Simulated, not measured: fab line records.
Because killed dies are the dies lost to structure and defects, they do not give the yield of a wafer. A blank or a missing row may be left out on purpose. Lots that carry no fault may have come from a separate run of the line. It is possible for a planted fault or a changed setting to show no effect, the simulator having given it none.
Split-lot study || flow n5_finfet || on a route of 1938 steps: 7 lots, 21 wafers read

THE SPLIT ITSELF
At N5_BEOL_M14_TRENCH_ETCH_34 (etches SiO2 in C4F8/O2/Ar, target depth 556.65 nm, time 126.9 s), the setting bias_w was moved away from the recipe's 2040 W on 5 of the 21 wafers read, by -15.0% to +17.1%. The other wafers ran this setting at the recipe's value.

The split's own step is where the reading is taken.

THE READING
rf_vpp_V, in V, at N5_BEOL_M14_TRENCH_ETCH_34 (etches SiO2 in C4F8/O2/Ar, target depth 556.65 nm, time 126.9 s). Fault-free wafers of this fab line usually give 2223 V, standard deviation 56 V.

{"wafer": "L077.3", "tool, chamber at the split": "rie_diel-05, 1", "bias_w as run, W": 1899, "against the recipe": "-6.9%", "rf_vpp_V, V": 2148, "against lot-mates on the recipe": -110}
{"wafer": "L077.5", "tool, chamber at the split": "rie_diel-05, 1", "bias_w as run, W": 2040, "against the recipe": "recipe", "rf_vpp_V, V": 2258, "against lot-mates on the recipe": "-"}
{"wafer": "L077.6", "tool, chamber at the split": "rie_diel-05, 2", "bias_w as run, W": 2040, "against the recipe": "recipe", "rf_vpp_V, V": 2258, "against lot-mates on the recipe": "-"}
{"wafer": "L079.1", "tool, chamber at the split": "rie_diel-02, 3", "bias_w as run, W": 2040, "against the recipe": "recipe", "rf_vpp_V, V": 2196, "against lot-mates on the recipe": "-"}
{"wafer": "L079.2", "tool, chamber at the split": "rie_diel-02, 2", "bias_w as run, W": 2040, "against the recipe": "recipe", "rf_vpp_V, V": 2286, "against lot-mates on the recipe": "-"}
{"wafer": "L079.4", "tool, chamber at the split": "rie_diel-02, 0", "bias_w as run, W": 2040, "against the recipe": "recipe", "rf_vpp_V, V": 2117, "against lot-mates on the recipe": "-"}
{"wafer": "L084.2", "tool, chamber at the split": "rie_diel-01, 3", "bias_w as run, W": 2040, "against the recipe": "recipe", "rf_vpp_V, V": 2207, "against lot-mates on the recipe": "-"}
{"wafer": "L084.4", "tool, chamber at the split": "rie_diel-01, 2", "bias_w as run, W": 2040, "against the recipe": "recipe", "rf_vpp_V, V": 2280, "against lot-mates on the recipe": "-"}
{"wafer": "L084.6", "tool, chamber at the split": "rie_diel-01, 1", "bias_w as run, W": 2040, "against the recipe": "recipe", "rf_vpp_V, V": 2219, "against lot-mates on the recipe": "-"}
{"wafer": "L087.1", "tool, chamber at the split": "rie_diel-01, 2", "bias_w as run, W": 2388, "against the recipe": "+17.1%", "rf_vpp_V, V": 2537, "against lot-mates on the recipe": "+406"}
{"wafer": "L087.4", "tool, chamber at the split": "rie_diel-01, 0", "bias_w as run, W": 2040, "against the recipe": "recipe", "rf_vpp_V, V": 2131, "against lot-mates on the recipe": "-"}
{"wafer": "L087.6", "tool, chamber at the split": "rie_diel-01, 2", "bias_w as run, W": 2388, "against the recipe": "+17.1%", "rf_vpp_V, V": 2539, "against lot-mates on the recipe": "+408"}
{"wafer": "L089.1", "tool, chamber at the split": "rie_diel-02, 3", "bias_w as run, W": 2040, "against the recipe": "recipe", "rf_vpp_V, V": 2193, "against lot-mates on the recipe": "-"}
{"wafer": "L089.4", "tool, chamber at the split": "rie_diel-02, 1", "bias_w as run, W": 2040, "against the recipe": "recipe", "rf_vpp_V, V": 2275, "against lot-mates on the recipe": "-"}
{"wafer": "L089.5", "tool, chamber at the split": "rie_diel-02, 2", "bias_w as run, W": 2040, "against the recipe": "recipe", "rf_vpp_V, V": 2284, "against lot-mates on the recipe": "-"}
{"wafer": "L091.3", "tool, chamber at the split": "rie_diel-05, 1", "bias_w as run, W": 2040, "against the recipe": "recipe", "rf_vpp_V, V": 2257, "against lot-mates on the recipe": "-"}
{"wafer": "L091.4", "tool, chamber at the split": "rie_diel-05, 0", "bias_w as run, W": 2040, "against the recipe": "recipe", "rf_vpp_V, V": 2152, "against lot-mates on the recipe": "-"}
{"wafer": "L091.6", "tool, chamber at the split": "rie_diel-05, 2", "bias_w as run, W": 2040, "against the recipe": "recipe", "rf_vpp_V, V": 2256, "against lot-mates on the recipe": "-"}
{"wafer": "L097.2", "tool, chamber at the split": "rie_diel-02, 1", "bias_w as run, W": 2040, "against the recipe": "recipe", "rf_vpp_V, V": 2275, "against lot-mates on the recipe": "-"}
{"wafer": "L097.4", "tool, chamber at the split": "rie_diel-02, 0", "bias_w as run, W": 1734, "against the recipe": "-15.0%", "rf_vpp_V, V": 1885, "against lot-mates on the recipe": -390}
{"wafer": "L097.6", "tool, chamber at the split": "rie_diel-02, 0", "bias_w as run, W": 1734, "against the recipe": "-15.0%", "rf_vpp_V, V": 1885, "against lot-mates on the recipe": -390}

THE FIT
A straight line over all 21 wafers: rf_vpp_V changes by +19.8 V for each +1% of bias_w; r = +0.94; the points scatter about the line by 54 V.
The same after taking each lot's own level away (the mean of its wafers on the recipe; 21 wafers): +24.4 V for each +1%; r = +0.97; scatter 43 V.
The reading moves by 4.2e+02 V for the largest change in bias_w, on that fit.
From 2131.0 to 2275.0 V: that is the span of the lots' own levels, equal to 2.6 times the standard deviation above.
In other words, the slope is changed by the lot-to-lot level; the two fits disagree.
Check: with one of the wafers moved furthest among these (+17.1%) left out of the fit, the line predicts +420 V for it against its lot-mates. It came out at +406 V against them.
Tool readings at the split's step, against how far the setting was moved: rf_vpp_V r = +0.94.

THESE WAFERS: OTHER SPLITS
These wafers also went through other splits before the reading. Each is held against what the fit with the lots' levels taken away leaves over:
{"other split on the same wafers": "N5_BEOL_M12_COAT_22 spin_rpm", "wafers away from the commonest value": 6, "r with rf_vpp_V (lot level and that fit taken away)": -0.25}
{"other split on the same wafers": "N5_BEOL_M12_TRENCH_ETCH_34 time_s", "wafers away from the commonest value": 8, "r with rf_vpp_V (lot level and that fit taken away)": "+0.13"}
{"other split on the same wafers": "N5_BEOL_M12_SPUTTER_45 time_s", "wafers away from the commonest value": 9, "r with rf_vpp_V (lot level and that fit taken away)": -0.16}

FILE'S OWN FIT
rf_vpp_V changes by +24 V for each +1% of bias_w, r = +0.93.
